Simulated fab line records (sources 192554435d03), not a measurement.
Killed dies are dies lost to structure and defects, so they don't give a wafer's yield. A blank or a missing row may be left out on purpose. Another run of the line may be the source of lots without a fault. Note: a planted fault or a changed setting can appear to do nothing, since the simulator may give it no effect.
fab line records | flow n5_finfet
[record] lots = 4 | wafers = 12 | last_day = 17
route steps=1938 shown BEOL_M6@1202 PASSIVATION@1936
lots that met no fault: taken from a fault-free run of the same line
start_h: hours from the record's first day to the start of the lot's first wafer shown | wait_h: time in hours since the lot's previous step | " the same as in the row above | L1.1+2: a single row standing in for several wafers | - no value, or no start was given | * or withheld: withheld | < > ~ a bound
route shown NAME@n: a module of which the file shows steps, and the number in the route of the first | usual: mean/standard deviation of fault-free wafers | same: alike in all rows | chamber/n: place in a boat | sites: the reading at each site | _std_site: standard deviation of those values | _edge_site: outer sites' mean less inner sites' | radius_mm: how far each site lies from the wafer's centre | mask NAME#n: copy n | behind: tool/chamber where the wafer was last shaped | hold: why the lot was held/for how many hours/how that ended | device: the transistor (n, p or np) that didn't switch | end of line: tests run on the same wafers once the route is complete | where a step has no rows: the recipe by itself | killed: dies that structure and defects cost at the first sort, which is not the same as the wafer's yield | map: per-die view of a wafer (x killed, . not killed, _ where there is no die)
set.NAME: setting as actually run; set.NAME@STEP: the setting as run at that earlier step | model.NAME: the simulator's own value behind a step, which no gauge read
a table for each step, a row for each wafer; lots at some steps of the route
services: the hour from which a tool's chamber was out of use, counted from the record's first day as start_h (under 0 if before that day), plus the number of hours and why
[[steps]]
[step N5_BEOL_M6_EBR_07]
[recipe] solvent = PGMEA | ebr_width_mm = 1.5
[step N5_BEOL_M6_SOFTBAKE_06]
[recipe] temp_c = 110 | time_s = 60 | resist = CAR-ArF
[step N5_BEOL_M6_EXPOSE_08]
[recipe] mask_id = M6 | na = 1.35 | source_shape = dipole | sigma_inner = 0.817 | sigma_outer = 0.97 | polarization = te | dose_mj = 68.25
[step N5_BEOL_M6_PEB_09]
[recipe] peb_temp_c = withheld | peb_time_s = 60 | resist = CAR-ArF
[step N5_BEOL_M6_DEVELOP_10]
[recipe] develop_time_s = 30 | developer = TMAH | resist = CAR-ArF | rinse_liquid = diw | dry = air_spin | dev_temp_c = 23
[step N5_BEOL_M6_DESCUM_16]
[recipe] chemistry = O2 | time_s = 7.9 | source_power_w = 50 | bias_power_w = 20 | pressure_mtorr = 20 | rf_frequency_hz = 2.712e+07 | temp_c = 40 | resist = CAR-ArF | o2_flow_sccm = 225
[step N5_BEOL_M6_ETCH_61]
[recipe] chemistry = CF4 | target = SiARC | target_depth_a = 455 | mask_material = CAR-ArF | time_s = 75.8 | ion_energy_ev = 80 | pressure_mtorr = 40 | source_w = 545 | bias_w = 36 | Ar_flow_sccm = 100 | cf4_flow_sccm = 100 | ends = cleared
[step N5_BEOL_M6_ETCH_62]
[recipe] chemistry = N2/H2 | target = SOC | target_depth_a = 1100 | overetch_a = 220 | mask_material = SiARC | temp_c = 40 | time_s = 165 | ion_energy_ev = 200 | pressure_mtorr = 30 | source_w = 840 | bias_w = 150 | n2_flow_sccm = 200 | h2_flow_sccm = 200
[step N5_BEOL_M6_STRIP_68]
[recipe] chemistry = N2/H2 | temp_c = 40 | n2_flow_sccm = 200 | h2_flow_sccm = 200 | rf_frequency_hz = 6e+07
[step N5_BEOL_M6_STRIP_67]
[recipe] chemistry = CF4 | resist = SiARC | power_w = 300 | bias_power_w = 75 | pressure_mtorr = 50 | cf4_flow_sccm = 150 | rf_frequency_hz = 6e+07
[usual] drypump_motor_current_A = 5.7/0.48 | oes_product_au = 0.79/0.082 | rf_vpp_V = 271.7/1.6 | showerhead_plenum_p_Torr = 1.82/0.065 | throttle_valve_pct = 13.58/0.25
lot.wafer | tool        | chamber | start_h | wait_h | drypump_motor_current_A | oes_product_au | rf_hours_counter_h | rf_vpp_V | showerhead_plenum_p_Torr | throttle_valve_pct
L266.2    | rie_diel-02 | 1       | 199.04  | 0.0    | 6.5                     | 0.81           | 87                 | 273.0    | 1.89                     | 13.37
L266.5    | "           | 1       | "       | "      | 6.6                     | 0.80           | -                  | 273.7    | 1.89                     | 13.36
L266.6    | "           | 2       | "       | "      | 6.0                     | 0.73           | -                  | 271.8    | 1.85                     | 13.58
L275.1    | rie_diel-05 | 3       | 265.36  | 0.0    | 4.9                     | 0.69           | 227                | 273.4    | 1.85                     | 13.80
L275.3    | "           | 2       | "       | "      | 5.5                     | 0.85           | 41                 | 273.4    | 1.90                     | 13.41
L275.5    | "           | 3       | "       | "      | 4.9                     | 0.69           | -                  | 272.6    | 1.85                     | 13.80
L284.2    | rie_diel-05 | 2       | 304.53  | 0.0    | 5.5                     | 0.83           | 56                 | 273.8    | 1.90                     | 13.48
L284.5    | "           | 1       | "       | "      | 5.2                     | 0.78           | -                  | 270.2    | 1.81                     | 13.87
L284.6    | "           | 0       | "       | "      | 5.9                     | 0.84           | -                  | 271.7    | 1.75                     | 13.26
L285.1    | rie_diel-05 | 1       | 319.49  | 0.0    | 5.2                     | 0.78           | 126                | 269.8    | 1.81                     | 13.91
L285.5    | "           | 0       | "       | "      | 5.9                     | 0.83           | -                  | 270.0    | 1.75                     | 13.26
L285.6    | "           | 3       | "       | "      | 4.9                     | 0.67           | -                  | 272.7    | 1.84                     | 13.84
[step N5_BEOL_M6_HM_OPEN_17]
[recipe] chemistry = Cl2/BCl3 | target_depth_a = 200 | overetch_a = 60 | target = TiN | mask_material = SOC | ion_energy_ev = 150 | pressure_mtorr = 10 | icp_w = 1000 | bias_w = 126 | Cl2_flow_sccm = 53.25 | bcl3_flow_sccm = 21.75 | Ar_flow_sccm = 25
[step N5_BEOL_M6_STRIP_19]
[recipe] chemistry = O2 | power_w = 400 | temp_c = 40 | pressure_mtorr = 30 | rf_frequency_hz = 6e+07 | bias_power_w = 0 | overash_fraction = 0.2 | o2_flow_sccm = 225
[step N5_BEOL_M6_COAT_63]
[recipe] resist = SOC | temp_c = 250 | time_s = 60 | spin_rpm = 1500 | resist_thk_nm = 60
[step N5_BEOL_M6_COAT_64]
[recipe] resist = SiARC | temp_c = 220 | time_s = 60 | spin_rpm = 1500 | resist_thk_nm = 12
[step N5_BEOL_M6_COAT_71]
[recipe] resist = underlayer | temp_c = 205 | time_s = 60 | spin_rpm = 1500 | resist_thk_nm = 5
[step N5_BEOL_M6_COAT_22]
[recipe] resist = CAR-EUV | spin_rpm = 1500 | resist_thk_nm = 30
[step N5_BEOL_M6_EBR_24]
[recipe] solvent = PGMEA | ebr_width_mm = 1.5
[step N5_BEOL_M6_SOFTBAKE_23]
[recipe] temp_c = 110 | time_s = 60 | resist = CAR-EUV
[step N5_BEOL_M6_EXPOSE_25]
[recipe] mask_id = V5 | na = 0.33 | source_shape = annular | sigma_inner = 0.4 | sigma_outer = 0.8 | polarization = unpolarized | target_cd_nm = 40 | dose_mj = 45
[step N5_BEOL_M6_PEB_26]
[recipe] peb_temp_c = 100 | peb_time_s = 60 | resist = CAR-EUV
[step N5_BEOL_M6_DEVELOP_27]
[recipe] develop_time_s = 30 | developer = TMAH | resist = CAR-EUV | rinse_liquid = surfactant_rinse | dry = air_spin | dev_temp_c = 23
[step N5_BEOL_M6_INSPECT_30]
[recipe] mode = adi | inspect_instrument = brightfield
[usual] raw_defect_count = 421/92
lot.wafer | tool              | chamber | start_h | wait_h | raw_defect_count
L266.2    | defect_inspect-01 | -       | 200.15  | 0.1    | 530
L266.5    | "                 | -       | "       | "      | 502
L266.6    | "                 | -       | "       | "      | 672
L275.1    | defect_inspect-02 | -       | 268.19  | 0.1    | 473
L275.3    | "                 | -       | "       | "      | 410
L275.5    | "                 | -       | "       | "      | 360
L284.2    | defect_inspect-01 | -       | 305.53  | 0.0    | 751
L284.5    | "                 | -       | "       | "      | 697
L284.6    | "                 | -       | "       | "      | 598
L285.1    | defect_inspect-01 | -       | 323.47  | 0.1    | 843
L285.5    | "                 | -       | "       | "      | 744
L285.6    | "                 | -       | "       | "      | 799
[step N5_BEOL_M6_DESCUM_33]
[recipe] chemistry = O2 | time_s = 7 | source_power_w = 50 | bias_power_w = 20 | pressure_mtorr = 20 | rf_frequency_hz = 2.712e+07 | temp_c = 40 | resist = CAR-EUV | o2_flow_sccm = 225
[step N5_PASSIVATION_PROBE_49]
[usual] defect_limited_yield = 91.7/1.5 | killed_at_M0_to_M3 = 30/8.6 | killed_at_M4_up = 12/4.5 | killed_at_contacts = 13/5.8 | killed_at_front_end = 38/11 | killed_at_other = 4/3 | killed_dies = 97/17 | killed_on_rim = 13/3.6 | killed_open = 63/12 | killed_short = 32/8.8 | sort_bin_5_function = 4.8/0.91 | sort_bin_6_memory = 3.1/0.68 | sort_n_pass = 1083/17 | sort_yield_pct = 91.7/1.5
[same] gross_dies = 1180 | killed_at_back_side = 0 | sort_bin_4_leakage[%] = 0 | sort_bin_8_speed[%] = 0
lot.wafer | tool      | chamber | start_h | wait_h | defect_limited_yield[%] | killed_at_M0_to_M3 | killed_at_M4_up | killed_at_contacts | killed_at_front_end | killed_at_other | killed_dies | killed_on_rim | killed_open | killed_short | sort_bin_5_function[%] | sort_bin_6_memory[%] | sort_n_pass | sort_yield_pct[%]
L275.1    | prober-02 | -       | 357.00  | 0.0    | 91.9                    | 25                 | 8               | 16                 | 47                  | 0               | 96          | 12            | 70          | 26           | 4.9                    | 3.1                  | 1084        | 91.9
L275.3    | prober-02 | -       | 357.10  | 0.1    | 91.5                    | 29                 | 13              | 16                 | 42                  | 0               | 100         | 12            | 64          | 34           | 4.7                    | 3.2                  | 1080        | 91.5
L275.5    | prober-02 | -       | 357.20  | 0.2    | 93.9                    | 23                 | 15              | 10                 | 24                  | 0               | 72          | 6             | 48          | 22           | 3.9                    | 2.1                  | 1108        | 93.9
L284.2    | prober-01 | -       | 399.23  | 0.1    | 83.3                    | 41                 | 112             | 11                 | 30                  | 3               | 197         | 18            | 57          | 33           | 9.7                    | 5.2                  | 983         | 83.3
L284.5    | prober-01 | -       | 399.38  | 0.2    | 87.9                    | 26                 | 67              | 15                 | 31                  | 4               | 143         | 28            | 61          | 29           | 7.3                    | 3.5                  | 1037        | 87.9
L284.6    | prober-01 | -       | 399.43  | 0.3    | 86.4                    | 14                 | 95              | 10                 | 40                  | 1               | 160         | 22            | 47          | 30           | 9.0                    | 3.3                  | 1020        | 86.4
L285.1    | prober-02 | -       | 417.78  | 0.0    | 87.2                    | 34                 | 59              | 8                  | 49                  | 1               | 151         | 26            | 68          | 33           | 8.1                    | 3.5                  | 1029        | 87.2
L285.5    | prober-02 | -       | 417.98  | 0.2    | 85.1                    | 19                 | 99              | 11                 | 44                  | 3               | 176         | 20            | 55          | 43           | 8.7                    | 4.5                  | 1004        | 85.1
L285.6    | prober-02 | -       | 418.03  | 0.3    | 85.3                    | 16                 | 95              | 13                 | 44                  | 6               | 174         | 26            | 64          | 30           | 9.6                    | 3.6                  | 1006        | 85.3
// killed by level:class
L275.1 FIN_SAQP:geometric_particle:open=13 MOL_CONTACT_COAG:geometric_particle:open=13 DUMMY_GATE:geometric_particle:open=12 BEOL_M3:geometric_particle:open=10 FIN_SAQP:geometric_particle:short=7 STARTING-WAFER:geometric_particle:short=5 BEOL_M4:geometric_particle:open=4 BEOL_M0:geometric_particle:open=3
L275.3 FIN_SAQP:geometric_particle:open=16 MOL_CONTACT_COAG:geometric_particle:open=11 STI_FIN_REVEAL:geometric_particle:open=9 BEOL_M0:geometric_particle:short=7 BEOL_M0_SAQP:geometric_particle:open=5 MOL_CONTACT_COAG:geometric_particle:short=5 DUMMY_GATE:geometric_particle:open=4 BEOL_M0_SAQP:geometric_particle:short=4
L275.5 MOL_CONTACT_COAG:geometric_particle:open=10 DUMMY_GATE:geometric_particle:open=7 BEOL_M0_SAQP:geometric_particle:short=6 BEOL_M3:geometric_particle:open=5 BEOL_M4:geometric_particle:open=4 BEOL_M4:geometric_particle:short=4 STARTING-WAFER:geometric_particle:open=4 STI_FIN_REVEAL:geometric_particle:open=3
L284.2 BEOL_M6:unspecified=102 BEOL_M0_SAQP:geometric_particle:short=15 BEOL_M0_SAQP:geometric_particle:open=12 MOL_CONTACT_COAG:geometric_particle:open=8 STI_FIN_REVEAL:geometric_particle:open=5 DUMMY_GATE:geometric_particle:open=5 BEOL_M2:geometric_particle:open=4 BEOL_M3:geometric_particle:open=3
L284.5 BEOL_M6:unspecified=50 STI_FIN_REVEAL:geometric_particle:open=11 MOL_CONTACT_COAG:geometric_particle:open=11 BEOL_M4:geometric_particle:open=8 ILD0:geometric_particle:short=6 BEOL_M0_SAQP:geometric_particle:short=6 BEOL_M2:geometric_particle:open=6 ILD0:geometric_particle:open=4
L284.6 BEOL_M6:unspecified=80 ILD0:geometric_particle:short=7 FIN_SAQP:geometric_particle:short=6 DUMMY_GATE:geometric_particle:open=6 ILD0:geometric_particle:open=6 MOL_CONTACT_COAG:geometric_particle:open=6 BEOL_M4:geometric_particle:open=6 BEOL_M0_SAQP:geometric_particle:open=5
L285.1 BEOL_M6:unspecified=48 FIN_SAQP:geometric_particle:short=11 BEOL_M3:geometric_particle:open=11 STI_FIN_REVEAL:geometric_particle:open=9 BEOL_M2:geometric_particle:open=8 MOL_CONTACT_COAG:geometric_particle:open=7 DUMMY_GATE:geometric_particle:open=6 BEOL_M0:geometric_particle:open=6
L285.5 BEOL_M6:unspecified=76 FIN_SAQP:geometric_particle:short=19 FIN_SAQP:geometric_particle:open=10 MOL_CONTACT_COAG:geometric_particle:open=8 BEOL_M8:geometric_particle:open=7 BEOL_M1:geometric_particle:open=6 STI_FIN_REVEAL:geometric_particle:open=5 BEOL_M4:geometric_particle:open=5
L285.6 BEOL_M6:unspecified=79 FIN_SAQP:geometric_particle:open=13 MOL_CONTACT_COAG:geometric_particle:open=11 FIN_SAQP:geometric_particle:short=9 STI_FIN_REVEAL:geometric_particle:open=7 DUMMY_GATE:geometric_particle:open=6 BEOL_M4:geometric_particle:open=5 BEOL_M2:geometric_particle:open=5
// map L284.2 (x killed, . not)
_________________...x......x.________________
______________........x........._____________
___________.....................x..__________
__________.........x.......x...x...._________
________.........x..................xx_______
_______..xx....x...........x...........______
______xxx.xx...................x......x._____
_____..xxxxx..x.x.x..................xx..____
____x.xxx.xxxxx..x..........x...........x.___
___x.xxxxxxxxx.x.......................x...__
___.xxxxxxxxxx.x.....x.xx..................__
__..xxxxxxxxxxxxxx..........x......x....x..._
__xxxxxxxxxxxxxxx..........................._
_...xxxxxxxxx.xx........x..................x.
_.....xxxxxxxxx.x............x...............
_...x.xxxxxxxx...............xx.x.......x....
_..x.xx..xx.xx............x..................
_...x...x..x.x.......x......x..x....x.x...x..
_......x.................x........x..........
_...............x.....xx.....................
_................x........x.x.....x..........
__xx.....x...........x.....x................_
__........x......xx..x......................_
___.............................x......x...__
___...x.........x..........................__
____.....................x.......x........___
_____...........x................x.......____
______.............x...xx.x....x......x._____
_______................................______
________.....xx..................x...._______
__________.........................._________
___________..x.....................__________
______________.x.........xx....x_____________
_________________............________________
// map L285.5 (x killed, . not)
_________________............________________
______________.x.....x.....x...x_____________
___________....x.....x.........x...__________
__________.............x............_________
________..........x.........x.x......._______
_______......x.......x...........x.x...______
______.......................x.....x...._____
_____....................................____
____.x..x..x............x........x........___
___x..x.........x....x...x..x........x.....__
___............x................x..........__
__....................x....................._
__...................x..................x..._
_...x.x..........x..x...x...........x..x.....
_........x..x......................x.........
_.x............x..........x.......x..........
_xxxxxxxxxx...................x..............
_xxxxxxxx.x...x....x.x....................x..
_xxxxxxxxxx......x.......x...................
_xxxxxxx.xxxx...x.x...............x..........
_xxxxxxxxxxx.............x.......x.x.........
__xxxxxxxxx.xxx..x..xx.................x...._
__xxxxxxx.xx.x.x.x.........................x_
___xxxxx.x..................x.....x....x...__
___xxxxxx......x...x...............x...x...__
____..x..........................x........___
_____..........x.....x...................____
______............x...x.....x..........x_____
_______..x..............x..............______
________.......x......................_______
__________...x..x................x.._________
___________........................__________
______________.........x........_____________
_________________.....x......________________
[[services]]
tool        | chamber | start_h | hours | kind
rie_diel-02 | 3       | 221.54  | -     | clean
rie_diel-02 | 3       | 221.54  | -     | consumable_replace:focus_ring
rie_diel-05 | 0       | 304.59  | 5.7   | repair
[[key]]
[first_sign] step = N5_BEOL_M6_INSPECT_30 | reading = raw_defect_count | direction = up | sigmas = 3.4 | usual = 421 | struck = 739
[effect] step = N5_PASSIVATION_PROBE_49 | reading = killed_at_M4_up | direction = up | sigmas = 17 | usual = 12 | struck = 88
[more_kills_born_at] N5_BEOL_M6_STRIP_67@rie_diel-05 = 435
met_at N5_BEOL_M6_STRIP_67
struck_wafers L284.2,L284.5,L284.6,L285.1,L285.5,L285.6
onset_between 265.36 304.53
also_fits time
[fault] kind = chamber_particle_source | tool = rie_diel-05 | chamber = - | onset_h = 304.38 | steps = N5_BEOL_M6_STRIP_67 | rate_per_visit_cm2 = 0.53477 | end_h = 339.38
